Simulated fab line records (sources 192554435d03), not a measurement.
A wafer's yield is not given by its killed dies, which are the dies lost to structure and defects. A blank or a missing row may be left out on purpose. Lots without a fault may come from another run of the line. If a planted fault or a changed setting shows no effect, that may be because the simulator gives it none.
A struck lot beside a sound one	flow n5-finfet	13 steps out of a route of 1938
Sound: the wafers L695.1, L695.3. Wafers struck: L690.2, L690.5, L690.6. The cause is named last.
Each step with rows lists, per side, the tool, then ch with its chambers, then its first start. Under that, the readings that differ: sound wafers	struck wafers	difference of the means	sigmas: that difference in standard deviations of wafers without a fault.
alike: readings whose means differ by less than 2 such deviations, and words and numbers that are the same on both sides. not compared: withheld readings, readings that some wafer has no value for, bounds like >300 that may hide the same value, and numbers for which the record gives no deviation and whose values overlap.
The two part at a step that has a row with sigmas, a row that says differs or no value, or rows on one side only. Numbers that don't overlap but have no deviation are shown without sigmas and don't part them. A reading missing from all wafers of one side parts the sides only when that side holds two or more wafers.

N5_GATE_CUT_CMP_23: polishes, stops on SiO2, t overpolish 23.4 s, target thk 16 nm.
  sound on cmp-03 ch 0,2, day 9 03:00; struck on cmp-02 ch 0,1,3, day 8 05:26
  alike: edge-zone-pressure-frac, motor-current-A, overpolish-run-s, time-to-endpoint-s
N5_GATE_CUT_THK_MEAS_24:
  sound on film-metro-01 at day 9 03:16; struck on film-metro-02 at day 8 05:37
  alike: GC_FILL_THK
N5_GATE_CUT_CMP_43: polishes SiO2.
  sound on cmp-02 ch 1,3, day 9 03:17; struck on cmp-04 ch 0,1, day 8 05:38
  alike: edge-zone-pressure-frac, motor-current-A
N5_GATE_CUT_CMP_61: polishes, stops on SiNx, t overpolish 3 s.
  sound on cmp-02 ch 1,3, day 9 03:46; struck on cmp-04 ch 0,1, day 8 06:07
  alike: edge-zone-pressure-frac, motor-current-A
N5_GATE_CUT_INSPECT_26: inspects for defects (darkfield).
  sound on defect-inspect-02 at day 9 04:00; struck on defect-inspect-01 at day 8 06:21
  alike: raw-defect-count
then, 6 steps without rows for these wafers: N5_MOL_CONTACT_COAG_COAT_103 (time 60 s, resist thk 80 nm); N5_MOL_CONTACT_COAG_COAT_104 (time 60 s, resist thk 12 nm); N5_MOL_CONTACT_COAG_COAT_58 (time 60 s, resist thk 10 nm); N5_MOL_CONTACT_COAG_COAT_02 (resist thk 30 nm); N5_MOL_CONTACT_COAG_EBR_04; N5_MOL_CONTACT_COAG_SOFTBAKE_03 (time 60 s).
N5_MOL_CONTACT_COAG_EXPOSE_05: exposes mask CA, defocus 0 nm.
  sound on euv-scanner-02 ch 0, day 9 04:17; struck on euv-scanner-02, day 8 06:39
  no value came back on the struck wafers for exposure-dose-mJ-cm2, focus-offset-nm (nm), reticle-temp-C (C); on the sound wafers exposure-dose-mJ-cm2 reads 38.55 38.55
  alike: mask
then, 1 step without rows for these wafers: N5_MOL_CONTACT_COAG_PEB_06 (peb time 60 s).

WHERE THEY PART
At N5_MOL_CONTACT_COAG_EXPOSE_05 and nowhere else, as far as this record goes.

WHY: what had been put in by the simulator
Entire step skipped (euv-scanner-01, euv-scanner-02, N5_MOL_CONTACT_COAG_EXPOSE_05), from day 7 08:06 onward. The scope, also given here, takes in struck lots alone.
